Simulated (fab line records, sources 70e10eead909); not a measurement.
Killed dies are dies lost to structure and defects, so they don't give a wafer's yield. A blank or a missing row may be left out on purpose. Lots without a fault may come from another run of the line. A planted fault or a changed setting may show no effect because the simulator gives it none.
Which tool did it? | flow nand_harc | 20 lots, 60 wafers sampled, at 6 steps of a route of 1159

WHAT THE GAUGES READ, wafer by wafer
The record holds no reading of a measuring or inspecting step that can be judged against a usual standard deviation.

WHICH TOOL RAN EACH LOT (tool, then ch and the chambers of the sampled wafers, then the start)
lot  | NHARC_A_STAIRCASE_TRIM_193                    | NHARC_A_STAIRCASE_ETCH_201                    | NHARC_A_STAIRCASE_TRIM_202                    | NHARC_A_STAIRCASE_ETCH_292         | NHARC_A_STAIRCASE_ETCH_452     | NHARC_A_STAIRCASE_STRIP_295
L074 | rie_diel-02 ch 0,1,2, day 11 12:24 or earlier | rie_diel-02 ch 0,1,3, day 11 12:24 or earlier | rie_diel-02 ch 2,3, day 11 12:24 or earlier   | rie_diel-06 ch 1,2,3, day 11 12:24 | rie_diel-06 ch 0,3, no start   | rie_diel-06 ch 0,3, no start
L076 | rie_diel-06 ch 0,1,3, day 12 06:20 or earlier | rie_diel-10 ch 0,1,3, day 12 06:20 or earlier | rie_diel-10 ch 0,3, day 12 06:20 or earlier   | rie_diel-10 ch 0,1, day 12 06:20   | rie_diel-10 ch 1,3, no start   | rie_diel-10 ch 0,1, no start
L075 | rie_diel-06 ch 1,2, day 12 10:44 or earlier   | rie_diel-02 ch 0,3, day 12 10:44 or earlier   | rie_diel-02 ch 0,3, day 12 10:44 or earlier   | rie_diel-10 ch 0,1,3, day 12 10:44 | rie_diel-10 ch 0,1,2, no start | rie_diel-10 ch 0,1,3, no start
L079 | rie_diel-06 ch 1,3, day 12 16:43 or earlier   | rie_diel-02 ch 1,2,3, day 12 16:43 or earlier | rie_diel-02 ch 1,3, day 12 16:43 or earlier   | rie_diel-06 ch 0,1,2, day 12 16:43 | rie_diel-06 ch 0,1, no start   | rie_diel-06 ch 0,3, no start
L081 | rie_diel-06 ch 1,2,3, day 12 18:22 or earlier | rie_diel-06 ch 1,2,3, day 12 18:22 or earlier | rie_diel-06 ch 0,1,2, day 12 18:22 or earlier | rie_diel-10 ch 1,2,3, day 12 18:22 | rie_diel-10 ch 0,2,3, no start | rie_diel-10 ch 1,2,3, no start
L080 | rie_diel-02 ch 1,2, day 13 00:03 or earlier   | rie_diel-10 ch 0,1, day 13 00:03 or earlier   | rie_diel-10 ch 0,3, day 13 00:03 or earlier   | rie_diel-10 ch 0,1,2, day 13 00:03 | rie_diel-10 ch 0,1, no start   | rie_diel-10 ch 1,2,3, no start
L084 | rie_diel-10 ch 0,1,3, day 14 00:16 or earlier | rie_diel-10 ch 0,2,3, day 14 00:16 or earlier | rie_diel-10 ch 0,1,2, day 14 00:16 or earlier | rie_diel-10 ch 1,2,3, day 14 00:16 | rie_diel-10 ch 1,2,3, no start | rie_diel-10 ch 0,2,3, no start
L083 | rie_diel-10 ch 0,3, day 14 04:07 or earlier   | rie_diel-02 ch 1,2,3, day 14 04:07 or earlier | rie_diel-02 ch 1,2, day 14 04:07 or earlier   | rie_diel-06 ch 0,1,3, day 14 04:07 | rie_diel-06 ch 0,3, no start   | rie_diel-06 ch 0,3, no start
L090 | rie_diel-06 ch 1,2,3, day 15 00:23 or earlier | rie_diel-02 ch 0,1,3, day 15 00:23 or earlier | rie_diel-02 ch 2,3, day 15 00:23 or earlier   | rie_diel-10 ch 1,3, day 15 00:23   | rie_diel-10 ch 0,1,3, no start | rie_diel-10 ch 0,1,3, no start
L089 | rie_diel-06 ch 1,2,3, day 15 02:11 or earlier | rie_diel-10 ch 0,1,2, day 15 02:11 or earlier | rie_diel-10 ch 1,2,3, day 15 02:11 or earlier | rie_diel-10 ch 0,2,3, day 15 02:11 | rie_diel-10 ch 1,2,3, no start | rie_diel-10 ch 1,2, no start
L087 | rie_diel-10 ch 2,3, day 15 01:30 or earlier   | rie_diel-06 ch 0,1, day 15 01:30 or earlier   | rie_diel-06 ch 0,1,3, day 15 01:30 or earlier | rie_diel-06 ch 0,1,3, day 15 01:30 | rie_diel-06 ch 0,2,3, no start | rie_diel-06 ch 0,1,2, no start
L088 | rie_diel-02 ch 1,2, day 15 04:21 or earlier   | rie_diel-06 ch 2,3, day 15 04:21 or earlier   | rie_diel-06 ch 2,3, day 15 04:21 or earlier   | rie_diel-10 ch 0,1,2, day 15 04:21 | rie_diel-10 ch 0,3, no start   | rie_diel-10 ch 1,2, no start
L086 | rie_diel-06 ch 0,2, day 15 05:12 or earlier   | rie_diel-06 ch 0,2,3, day 15 05:12 or earlier | rie_diel-06 ch 0,2, day 15 05:12 or earlier   | rie_diel-02 ch 1,2, day 15 05:12   | rie_diel-02 ch 0,1,3, no start | rie_diel-02 ch 0,2,3, no start
L091 | rie_diel-06 ch 0,1,2, day 15 12:31 or earlier | rie_diel-06 ch 0,1,3, day 15 12:31 or earlier | rie_diel-06 ch 1,2,3, day 15 12:31 or earlier | rie_diel-10 ch 1,2,3, day 15 12:31 | rie_diel-10 ch 0,1,3, no start | rie_diel-10 ch 0,2,3, no start
L092 | rie_diel-10 ch 0,2,3, day 15 20:32 or earlier | rie_diel-10 ch 0,2,3, day 15 20:32 or earlier | rie_diel-10 ch 1,2,3, day 15 20:32 or earlier | rie_diel-06 ch 1,3, day 15 20:32   | rie_diel-06 ch 2,3, no start   | rie_diel-06 ch 2,3, no start
L093 | rie_diel-02 ch 0,2,3, day 16 05:00 or earlier | rie_diel-02 ch 0,1,2, day 16 05:00 or earlier | rie_diel-02 ch 0,1,2, day 16 05:00 or earlier | rie_diel-06 ch 0,1,2, day 16 05:00 | rie_diel-06 ch 1,2,3, no start | rie_diel-06 ch 1,2,3, no start
L094 | rie_diel-02 ch 0,1,2, day 16 16:04 or earlier | rie_diel-10 ch 1,2,3, day 16 16:04 or earlier | rie_diel-10 ch 0,2,3, day 16 16:04 or earlier | rie_diel-10 ch 0,1, day 16 16:04   | rie_diel-10 ch 0,2, no start   | rie_diel-10 ch 0,2, no start
L096 | rie_diel-06 ch 0,2,3, day 16 16:41 or earlier | rie_diel-02 ch 1,2,3, day 16 16:41 or earlier | rie_diel-02 ch 2,3, day 16 16:41 or earlier   | rie_diel-06 ch 1,3, day 16 16:41   | rie_diel-06 ch 0,3, no start   | rie_diel-06 ch 0,1, no start
L095 | rie_diel-02 ch 0,2, day 16 19:41 or earlier   | rie_diel-02 ch 1,2,3, day 16 19:41 or earlier | rie_diel-02 ch 0,2,3, day 16 19:41 or earlier | rie_diel-10 ch 1,2, day 16 19:41   | rie_diel-10 ch 0,1,2, no start | rie_diel-10 ch 0,2,3, no start
L097 | rie_diel-02 ch 0,1,2, day 17 13:43 or earlier | rie_diel-02 ch 0,1,3, day 17 13:43 or earlier | rie_diel-02 ch 0,1,2, day 17 13:43 or earlier | rie_diel-02 ch 0,2,3, day 17 13:43 | rie_diel-02 ch 0,1,3, no start | rie_diel-02 ch 0,1,3, no start
- NHARC_A_STAIRCASE_TRIM_193: chemistry O2, time 211.2 s.
- NHARC_A_STAIRCASE_ETCH_201: etches the open film in C4F8/O2, target depth 100 nm, time 40.5 s.
- NHARC_A_STAIRCASE_TRIM_202: chemistry O2, time 211.2 s.
- NHARC_A_STAIRCASE_ETCH_292: etches the open film in CF4/CHF3.
- NHARC_A_STAIRCASE_ETCH_452: etches the open film in CF4/O2, target depth 30 nm, overetch 3 nm, time 16.5 s.
- NHARC_A_STAIRCASE_STRIP_295: strips in O2.

WHAT THE TOOLS THEMSELVES READ (means of the sampled wafers that have a number; where no wafer has one, the mark that the record gives instead)
NHARC_A_STAIRCASE_TRIM_193. Usual: drypump_motor_current_A 5.9 A, standard deviation 0.39; mfc_ar_sccm 0.009 sccm, standard deviation 0.011; oes_product_au 1.001 a.u., standard deviation 0.012; rf_vpp_V 58.0 V, standard deviation 1; showerhead_plenum_p_Torr 3.55 Torr, standard deviation 0.15; throttle_valve_pct 17.037 %, standard deviation 0.0082.
lot  | tool        | drypump_motor_current_A (A) | mfc_ar_sccm (sccm) | oes_product_au (a.u.) | rf_vpp_V (V) | showerhead_plenum_p_Torr (Torr) | throttle_valve_pct (%) | flag
L074 | rie_diel-02 | 5.6                         | 0.016              | 0.992                 | 58.1         | 3.44                            | 17.033                 |
L076 | rie_diel-06 | 6.2                         | 0.004              | 1.003                 | 58.0         | 3.66                            | 17.040                 |
L075 | rie_diel-06 | 5.8                         | 0.012              | 1.012                 | 57.7         | 3.74                            | 17.036                 |
L079 | rie_diel-06 | 6.0                         | 0.004              | 1.011                 | 58.0         | 3.73                            | 17.036                 |
L081 | rie_diel-06 | 5.9                         | 0.008              | 1.006                 | 58.8         | 3.70                            | 17.040                 |
L080 | rie_diel-02 | 5.3                         | 0.023              | 0.989                 | 57.9         | 3.45                            | 17.026                 |
L084 | rie_diel-10 | 5.9                         | 0.011              | 1.002                 | 58.2         | 3.59                            | 17.031                 |
L083 | rie_diel-10 | 6.0                         | 0.011              | 1.000                 | 56.9         | 3.42                            | 17.034                 |
L090 | rie_diel-06 | 5.8                         | 0.008              | 1.021                 | 57.5         | 3.69                            | 17.038                 |
L089 | rie_diel-06 | 5.8                         | 0.008              | 1.016                 | 58.7         | 3.69                            | 17.036                 |
L087 | rie_diel-10 | 6.1                         | 0.001              | 0.992                 | 58.2         | 3.39                            | 17.039                 |
L088 | rie_diel-02 | 5.3                         | 0.023              | 0.995                 | 57.4         | 3.43                            | 17.039                 |
L086 | rie_diel-06 | 5.8                         | 0.009              | 1.016                 | 57.8         | 3.55                            | 17.042                 |
L091 | rie_diel-06 | 6.0                         | 0.008              | 1.007                 | 58.1         | 3.61                            | 17.044                 |
L092 | rie_diel-10 | 6.2                         | 0.011              | 0.999                 | 57.4         | 3.53                            | 17.042                 |
L093 | rie_diel-02 | 5.9                         | 0.008              | 1.000                 | 56.9         | 3.46                            | 17.035                 |
L094 | rie_diel-02 | 5.6                         | 0.016              | 1.000                 | 57.4         | 3.41                            | 17.039                 |
L096 | rie_diel-06 | 5.9                         | 0.004              | 1.012                 | 58.0         | 3.57                            | 17.036                 |
L095 | rie_diel-02 | 5.8                         | 0.008              | 0.994                 | 58.3         | 3.40                            | 17.036                 |
L097 | rie_diel-02 | 5.6                         | 0.016              | 0.999                 | 57.6         | 3.41                            | 17.038                 |

NHARC_A_STAIRCASE_ETCH_201. Usual: oes_product_au 0.942 a.u., standard deviation 0.011; rf_vpp_V 896 V, standard deviation 5.9.
lot  | tool        | oes_product_au (a.u.) | rf_vpp_V (V) | flag
L074 | rie_diel-02 | 0.941                 | 893          |
L076 | rie_diel-10 | 0.953                 | 897          |
L075 | rie_diel-02 | 0.935                 | 895          |
L079 | rie_diel-02 | 0.953                 | 894          |
L081 | rie_diel-06 | 0.958                 | 903          |
L080 | rie_diel-10 | 0.945                 | 904          |
L084 | rie_diel-10 | 0.932                 | 896          |
L083 | rie_diel-02 | 0.936                 | 894          |
L090 | rie_diel-02 | 0.929                 | 893          |
L089 | rie_diel-10 | 0.940                 | 902          |
L087 | rie_diel-06 | 0.936                 | 897          |
L088 | rie_diel-06 | 0.942                 | 900          |
L086 | rie_diel-06 | 0.945                 | 898          |
L091 | rie_diel-06 | 0.954                 | 901          |
L092 | rie_diel-10 | 0.946                 | 896          |
L093 | rie_diel-02 | 0.945                 | 892          |
L094 | rie_diel-10 | 0.952                 | 903          |
L096 | rie_diel-02 | 0.934                 | 894          |
L095 | rie_diel-02 | 0.941                 | 894          |
L097 | rie_diel-02 | 0.940                 | 892          |

NHARC_A_STAIRCASE_TRIM_202. Usual: drypump_motor_current_A 5.9 A, standard deviation 0.41; mfc_ar_sccm 0.010 sccm, standard deviation 0.012; oes_product_au 1.000 a.u., standard deviation 0.0092; rf_vpp_V 57.8 V, standard deviation 0.92; showerhead_plenum_p_Torr 3.54 Torr, standard deviation 0.16; throttle_valve_pct 17.037 %, standard deviation 0.01.
lot  | tool        | drypump_motor_current_A (A) | mfc_ar_sccm (sccm) | oes_product_au (a.u.) | rf_vpp_V (V) | showerhead_plenum_p_Torr (Torr) | throttle_valve_pct (%) | flag
L074 | rie_diel-02 | 5.6                         | 0.017              | 0.995                 | 57.0         | 3.52                            | 17.027                 |
L076 | rie_diel-10 | 6.1                         | 0.021              | 1.006                 | 58.0         | 3.57                            | 17.031                 |
L075 | rie_diel-02 | 6.2                         | 0.000              | 0.990                 | 57.9         | 3.44                            | 17.027                 |
L079 | rie_diel-02 | 6.0                         | 0.007              | 0.996                 | 58.0         | 3.52                            | 17.043                 |
L081 | rie_diel-06 | 6.0                         | 0.008              | 0.995                 | 57.9         | 3.63                            | 17.038                 |
L080 | rie_diel-10 | 6.1                         | 0.021              | 1.003                 | 58.0         | 3.56                            | 17.019                 |
L084 | rie_diel-10 | 6.1                         | 0.010              | 1.005                 | 59.0         | 3.71                            | 17.039                 |
L083 | rie_diel-02 | 5.3                         | 0.024              | 0.999                 | 57.4         | 3.46                            | 17.039                 |
L090 | rie_diel-02 | 5.6                         | 0.017              | 0.998                 | 57.8         | 3.50                            | 17.034                 |
L089 | rie_diel-10 | 6.0                         | 0.001              | 0.995                 | 57.2         | 3.56                            | 17.039                 |
L087 | rie_diel-06 | 6.2                         | 0.004              | 1.006                 | 57.8         | 3.65                            | 17.031                 |
L088 | rie_diel-06 | 5.8                         | 0.004              | 1.019                 | 58.6         | 3.64                            | 17.035                 |
L086 | rie_diel-06 | 6.2                         | 0.004              | 0.994                 | 57.9         | 3.51                            | 17.032                 |
L091 | rie_diel-06 | 5.8                         | 0.008              | 1.012                 | 58.0         | 3.68                            | 17.037                 |
L092 | rie_diel-10 | 6.0                         | 0.001              | 0.993                 | 57.9         | 3.55                            | 17.042                 |
L093 | rie_diel-02 | 5.5                         | 0.016              | 0.993                 | 57.7         | 3.42                            | 17.048                 |
L094 | rie_diel-10 | 6.2                         | 0.011              | 0.996                 | 58.6         | 3.71                            | 17.040                 |
L096 | rie_diel-02 | 5.9                         | 0.008              | 1.002                 | 57.8         | 3.52                            | 17.033                 |
L095 | rie_diel-02 | 5.9                         | 0.008              | 0.996                 | 57.4         | 3.45                            | 17.045                 |
L097 | rie_diel-02 | 5.6                         | 0.016              | 0.999                 | 57.2         | 3.41                            | 17.026                 |

NHARC_A_STAIRCASE_ETCH_292. Usual: drypump_motor_current_A 6.0 A, standard deviation 0.37; mfc_ar_sccm 0.008 sccm, standard deviation 0.011; oes_product_au 0.948 a.u., standard deviation 0.022; rf_vpp_V 371.3 V, standard deviation 2.6; showerhead_plenum_p_Torr 1.60 Torr, standard deviation 0.073; throttle_valve_pct 16.802 %, standard deviation 0.0095.
lot  | tool        | drypump_motor_current_A (A) | mfc_ar_sccm (sccm) | oes_product_au (a.u.) | rf_vpp_V (V) | showerhead_plenum_p_Torr (Torr) | throttle_valve_pct (%) | flag
L074 | rie_diel-06 | 5.8                         | 0.008              | 0.955                 | 373.1        | 1.65                            | 16.804                 |
L076 | rie_diel-10 | 5.9                         | 0.010              | 0.935                 | 374.6        | 1.68                            | 16.808                 |
L075 | rie_diel-10 | 5.9                         | 0.011              | 0.950                 | 371.5        | 1.60                            | 16.800                 |
L079 | rie_diel-06 | 6.0                         | 0.008              | 0.924                 | 371.1        | 1.62                            | 16.800                 |
L081 | rie_diel-10 | 6.0                         | 0.001              | 0.966                 | 370.7        | 1.59                            | 16.794                 |
L080 | rie_diel-10 | 6.0                         | 0.010              | 0.918                 | 372.9        | 1.66                            | 16.797                 |
L084 | rie_diel-10 | 6.0                         | 0.001              | 0.933                 | 370.5        | 1.59                            | 16.803                 |
L083 | rie_diel-06 | 6.2                         | 0.004              | 0.978                 | 372.1        | 1.63                            | 16.800                 |
L090 | rie_diel-10 | 5.8                         | 0.001              | 0.919                 | 371.0        | 1.60                            | 16.797                 |
L089 | rie_diel-10 | 6.2                         | 0.011              | 0.963                 | 369.7        | 1.57                            | 16.811                 |
L087 | rie_diel-06 | 6.2                         | 0.004              | 0.955                 | 371.9        | 1.63                            | 16.798                 |
L088 | rie_diel-10 | 6.1                         | 0.010              | 0.925                 | 373.1        | 1.65                            | 16.801                 |
L086 | rie_diel-02 | 5.3                         | 0.024              | 0.980                 | 368.7        | 1.54                            | 16.793                 |
L091 | rie_diel-10 | 5.9                         | 0.001              | 0.922                 | 371.6        | 1.58                            | 16.803                 |
L092 | rie_diel-06 | 6.0                         | 0.008              | 0.979                 | 373.6        | 1.67                            | 16.803                 |
L093 | rie_diel-06 | 5.9                         | 0.008              | 0.979                 | 372.2        | 1.61                            | 16.812                 |
L094 | rie_diel-10 | 5.9                         | 0.010              | 0.970                 | 373.9        | 1.67                            | 16.802                 |
L096 | rie_diel-06 | 6.0                         | 0.004              | 0.929                 | 372.5        | 1.66                            | 16.792                 |
L095 | rie_diel-10 | 6.1                         | 0.000              | 0.954                 | 373.1        | 1.63                            | 16.800                 |
L097 | rie_diel-02 | 5.8                         | 0.008              | 0.958                 | 369.4        | 1.54                            | 16.804                 |

NHARC_A_STAIRCASE_ETCH_452. Usual: drypump_motor_current_A 6.0 A, standard deviation 0.36; mfc_ar_sccm 0.009 sccm, standard deviation 0.011; oes_product_au 1.003 a.u., standard deviation 0.0097; rf_vpp_V 198.4 V, standard deviation 1.4; showerhead_plenum_p_Torr 1.36 Torr, standard deviation 0.064; throttle_valve_pct 13.397 %, standard deviation 0.01.
lot  | tool        | drypump_motor_current_A (A) | mfc_ar_sccm (sccm) | oes_product_au (a.u.) | rf_vpp_V (V) | showerhead_plenum_p_Torr (Torr) | throttle_valve_pct (%) | flag
L074 | rie_diel-06 | 6.3                         | 0.000              | 1.002                 | 198.3        | 1.35                            | 13.395                 |
L076 | rie_diel-10 | 5.8                         | 0.001              | 1.002                 | 197.1        | 1.30                            | 13.397                 |
L075 | rie_diel-10 | 6.1                         | 0.010              | 1.000                 | 198.7        | 1.41                            | 13.391                 |
L079 | rie_diel-06 | 6.3                         | 0.004              | 0.993                 | 199.1        | 1.36                            | 13.396                 |
L081 | rie_diel-10 | 6.2                         | 0.011              | 1.002                 | 198.4        | 1.34                            | 13.393                 |
L080 | rie_diel-10 | 6.0                         | 0.020              | 1.002                 | 200.1        | 1.42                            | 13.390                 |
L084 | rie_diel-10 | 6.0                         | 0.001              | 1.007                 | 197.6        | 1.35                            | 13.385                 |
L083 | rie_diel-06 | 6.2                         | 0.000              | 1.006                 | 198.5        | 1.37                            | 13.400                 |
L090 | rie_diel-10 | 5.9                         | 0.011              | 1.008                 | 198.8        | 1.35                            | 13.396                 |
L089 | rie_diel-10 | 6.0                         | 0.001              | 0.996                 | 197.7        | 1.34                            | 13.399                 |
L087 | rie_diel-06 | 6.0                         | 0.004              | 1.014                 | 198.0        | 1.35                            | 13.399                 |
L088 | rie_diel-10 | 6.0                         | 0.011              | 1.005                 | 197.0        | 1.29                            | 13.398                 |
L086 | rie_diel-02 | 5.9                         | 0.007              | 0.996                 | 197.3        | 1.30                            | 13.399                 |
L091 | rie_diel-10 | 5.9                         | 0.011              | 0.999                 | 197.7        | 1.35                            | 13.408                 |
L092 | rie_diel-06 | 5.7                         | 0.009              | 1.019                 | 198.9        | 1.37                            | 13.399                 |
L093 | rie_diel-06 | 5.8                         | 0.008              | 1.017                 | 199.9        | 1.40                            | 13.399                 |
L094 | rie_diel-10 | 6.3                         | 0.010              | 0.994                 | 198.9        | 1.38                            | 13.395                 |
L096 | rie_diel-06 | 6.1                         | 0.000              | 1.005                 | 198.6        | 1.36                            | 13.397                 |
L095 | rie_diel-10 | 6.1                         | 0.010              | 1.002                 | 199.1        | 1.40                            | 13.403                 |
L097 | rie_diel-02 | 5.9                         | 0.007              | 1.004                 | 197.2        | 1.30                            | 13.395                 |

NHARC_A_STAIRCASE_STRIP_295. Usual: drypump_motor_current_A 6.0 A, standard deviation 0.37; mfc_ar_sccm 0.008 sccm, standard deviation 0.011; oes_product_au 1.000 a.u., standard deviation 0.011; rf_vpp_V 58.0 V, standard deviation 0.92; showerhead_plenum_p_Torr 3.59 Torr, standard deviation 0.16; throttle_valve_pct 17.036 %, standard deviation 0.0082.
lot  | tool        | drypump_motor_current_A (A) | mfc_ar_sccm (sccm) | oes_product_au (a.u.) | rf_vpp_V (V) | showerhead_plenum_p_Torr (Torr) | throttle_valve_pct (%) | flag
L074 | rie_diel-06 | 6.2                         | 0.000              | 1.000                 | 57.8         | 3.62                            | 17.036                 |
L076 | rie_diel-10 | 6.0                         | 0.020              | 1.008                 | 58.9         | 3.74                            | 17.028                 |
L075 | rie_diel-10 | 5.9                         | 0.011              | 0.997                 | 57.8         | 3.59                            | 17.027                 |
L079 | rie_diel-06 | 6.2                         | 0.000              | 1.008                 | 58.4         | 3.61                            | 17.032                 |
L081 | rie_diel-10 | 6.0                         | 0.001              | 0.994                 | 58.0         | 3.57                            | 17.042                 |
L080 | rie_diel-10 | 6.0                         | 0.001              | 0.998                 | 57.7         | 3.56                            | 17.034                 |
L084 | rie_diel-10 | 6.2                         | 0.011              | 0.995                 | 58.0         | 3.53                            | 17.036                 |
L083 | rie_diel-06 | 6.2                         | 0.000              | 1.005                 | 58.0         | 3.61                            | 17.038                 |
L090 | rie_diel-10 | 5.9                         | 0.011              | 0.999                 | 58.7         | 3.58                            | 17.036                 |
L089 | rie_diel-10 | 5.9                         | 0.000              | 0.997                 | 57.5         | 3.72                            | 17.033                 |
L087 | rie_diel-06 | 6.0                         | 0.008              | 1.000                 | 58.5         | 3.61                            | 17.040                 |
L088 | rie_diel-10 | 5.9                         | 0.000              | 0.996                 | 58.6         | 3.72                            | 17.037                 |
L086 | rie_diel-02 | 5.9                         | 0.008              | 1.002                 | 56.7         | 3.46                            | 17.032                 |
L091 | rie_diel-10 | 6.2                         | 0.011              | 1.006                 | 58.7         | 3.52                            | 17.041                 |
L092 | rie_diel-06 | 5.8                         | 0.004              | 1.004                 | 58.2         | 3.64                            | 17.039                 |
L093 | rie_diel-06 | 5.8                         | 0.008              | 1.009                 | 58.0         | 3.68                            | 17.023                 |
L094 | rie_diel-10 | 6.3                         | 0.020              | 0.997                 | 58.5         | 3.67                            | 17.037                 |
L096 | rie_diel-06 | 6.2                         | 0.008              | 0.999                 | 58.1         | 3.67                            | 17.040                 |
L095 | rie_diel-10 | 6.2                         | 0.011              | 0.994                 | 58.5         | 3.71                            | 17.033                 |
L097 | rie_diel-02 | 6.0                         | 0.007              | 0.999                 | 57.1         | 3.43                            | 17.042                 |

THE ANSWER, worked out from the rows above alone
Rule: a lot is off if the mean of its wafers that have a number lies more than 3 standard deviations from the usual mean. A lot without any number at a reading at which 4 lots or more have one is off too. The other lots that the step has rows for count as sound. The gauges are gone through in route order, then the tools' own readings, and for those a lot's mean is taken as printed above. The first step at which some lot is off is used, and at that step the reading that is off furthest; a lot without a number counts as furthest.
No lot is off at any reading shown: from this, nothing can be told.

WHAT THE SIMULATOR HAD PUT IN
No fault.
